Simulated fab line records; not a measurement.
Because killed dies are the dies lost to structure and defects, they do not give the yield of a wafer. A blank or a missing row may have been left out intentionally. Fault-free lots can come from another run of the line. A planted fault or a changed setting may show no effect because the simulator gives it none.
A lot that was struck, set against a sound lot -- flow n5Finfet -- 26 steps out of a route of 1938
Sound: these wafers, L855.1, L855.2, L855.4. Struck: wafers L861.1, L861.2, L861.3. The cause is named last.
For every step that has rows: the tool of each side, followed by ch and its chambers, followed by its first start. Under that, the readings that differ: sound wafers -- struck wafers -- difference of the means -- sigmas: that difference in standard deviations of wafers without a fault.
alike: same words and numbers on both sides, and readings whose means sit less than 2 such deviations apart. not compared: any withheld reading, any reading some wafer has no value for, any bound like >300 that may hide the same value, and any number with overlapping values for which the record gives no deviation.
The two part at a step that has a row with sigmas, a row that says differs or no value, or rows on one side only. Numbers that have no deviation but don't overlap get no sigmas and don't part them. A reading missing from all wafers of one side parts the sides only when that side holds two or more wafers.

N5_BEOL_M13_SPUTTER_44: material Ta, target thk 10 nm, time 16.13 s.
  sound: pvdSputter-03 at day 11 22:34; struck: pvdSputter-02 at day 13 16:02
  alike: throttleValvePct
then, 3 steps without rows for these wafers: N5_BEOL_M13_SPUTTER_45 (material Cu, target thk 80 nm, time 13.33 s); N5_BEOL_M13_ECD_47 (material Cu, target thk 936 nm); N5_BEOL_M13_ANNEAL_48 (time 90 s).
N5_BEOL_M13_CMP_49: polishes, stops on SiOC, t overpolish 17.1 s, target thk 420 nm.
  sound on cmp-04 ch 1,2,3, day 12 00:37; struck on cmp-04 ch 0,1,2, day 13 16:52
  alike: barrierFieldEndpointS, clearingPlatenDownForcePsi, motorCurrentA, overpolishRunS, slurryFlowMlMin
N5_BEOL_M13_THK_MEAS_50: measures by xrf.
  sound: filmMetro-01 at day 12 00:52; struck: filmMetro-02 at day 13 17:08
  alike: M13_THK
then, 2 steps without rows for these wafers: N5_BEOL_M13_PRE_CLEAN_52 (time 15 s); N5_BEOL_M13_DEP_53 (deposits SiCN from 3MS/NH3, target thk 50 nm, time 17.8 s).
N5_BEOL_M13_RS_MEAS_54: measures by four-point-probe.
  sound: filmMetro-02 at day 12 01:00; struck: filmMetro-02 at day 13 17:16
  alike: M13_RS
N5_BEOL_M13_INSPECT_55: inspects for defects (darkfield).
  sound: defectInspect-01 at day 12 01:02; struck: defectInspect-01 at day 13 17:17
  alike: rawDefectCount
N5_BEOL_M14_ILD_DEP_00: deposits SiO2 from TEOS/O2, target thk 1119.3 nm, time 237.4 s.
  sound on pecvd-01 ch 0,1, day 12 01:04; struck on pecvd-01 ch 0,1,2, day 13 17:19
  alike: heaterPowerW, showerheadPlenumPTorr, throttleValvePct
N5_BEOL_M14_THK_MEAS_01:
  sound: filmMetro-02 at day 12 01:15; struck: filmMetro-02 at day 13 17:31
  alike: M14_ILD_THK
N5_BEOL_M14_COAT_58: time 60 s, resist thk 89 nm.
  sound on lithoTrack-01 ch 0, day 12 01:17; struck on lithoTrack-01 ch 0, day 13 17:32
reading,sound,struck,difference,sigmas
spinSpeedRpm (rpm),1497.0 1498.5 1497.0,1668.7 1669.1 1667.5,+170.9,+99 or more
model.BARC_of_BEOL_M14_COAT_58.thkNm (nm),88.8 89 88.8,84.6 84.2 84.2,-4.5,
then, 7 steps without rows for these wafers: N5_BEOL_M14_COAT_04 (resist thk 800 nm); N5_BEOL_M14_EBR_06; N5_BEOL_M14_SOFTBAKE_05 (time 60 s); N5_BEOL_M14_EXPOSE_07 (exposes mask V13); N5_BEOL_M14_PEB_08 (peb time 90 s); N5_BEOL_M14_DEVELOP_09 (develop time 45 s); N5_BEOL_M14_HARDBAKE_14 (time 120 s).
N5_BEOL_M14_CD_MEAS_10 targets a cd of 250 nm.
  sound on cdSem-01 ch 0, day 12 01:34; struck on cdSem-01 ch 0, day 13 17:56
  alike: cdNm
N5_BEOL_M14_OVL_MEAS_11:
  sound on overlay-01 ch 0, day 12 01:35; struck on overlay-02 ch 0, day 13 17:58
  alike: V13_OVL
N5_BEOL_M14_INSPECT_12: inspects for defects (macro).
  sound: defectInspect-02 at day 12 01:37; struck: defectInspect-01 at day 13 18:00
  alike: rawDefectCount
N5_BEOL_M14_DESCUM_15: chemistry O2, time 7.9 s.
  sound on rieDiel-04 ch 0,1,2, day 12 01:44; struck on rieDiel-02 ch 0,1,3, day 13 18:34
reading,sound,struck,difference,sigmas
rfHoursCounterH (h),72 172 76,238 185 179,+94,
  alike: drypumpMotorCurrentA, oesProductAu, rfVppV, showerheadPlenumPTorr, throttleValvePct
N5_BEOL_M14_ETCH_59: etches BARC in N2/H2, target depth 89 nm, overetch 26.7 nm, time 67.9 s.
  sound on rieDiel-04 ch 0,1,2, day 12 01:46; struck on rieDiel-02 ch 0,1,3, day 13 18:36
reading,sound,struck,difference,sigmas
rfHoursCounterH (h),72 172 76,238 185 179,+94,
model.etch.depthNm (nm),88.83 88.97 88.81,84.54 84.2 84.1,-4.59,
  alike: drypumpMotorCurrentA, h2FlowSccm, oesProductAu, rfVppV, showerheadPlenumPTorr, throttleValvePct
N5_BEOL_M14_VIA_ETCH_16: etches SiO2 in C4F8/O2/Ar, target depth 1231.3 nm.
  sound on rieDiel-04 ch 0,1,2, day 12 01:49; struck on rieDiel-02 ch 0,1,3, day 13 18:39
  alike: drypumpMotorCurrentA, oes_f_703_au, oesProductAu, rfVppV, showerheadPlenumPTorr, throttleValvePct

## WHERE THEY PART
Only at N5_BEOL_M14_COAT_58, as far as this record shows. Later steps at which nothing parts them and some readings are alike: N5_BEOL_M14_CD_MEAS_10, N5_BEOL_M14_OVL_MEAS_11, N5_BEOL_M14_INSPECT_12, N5_BEOL_M14_DESCUM_15, N5_BEOL_M14_ETCH_59, N5_BEOL_M14_VIA_ETCH_16.

WHY: what the simulator had put in
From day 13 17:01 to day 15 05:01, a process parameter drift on lithoTrack-01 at N5_BEOL_M14_COAT_58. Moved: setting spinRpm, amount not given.
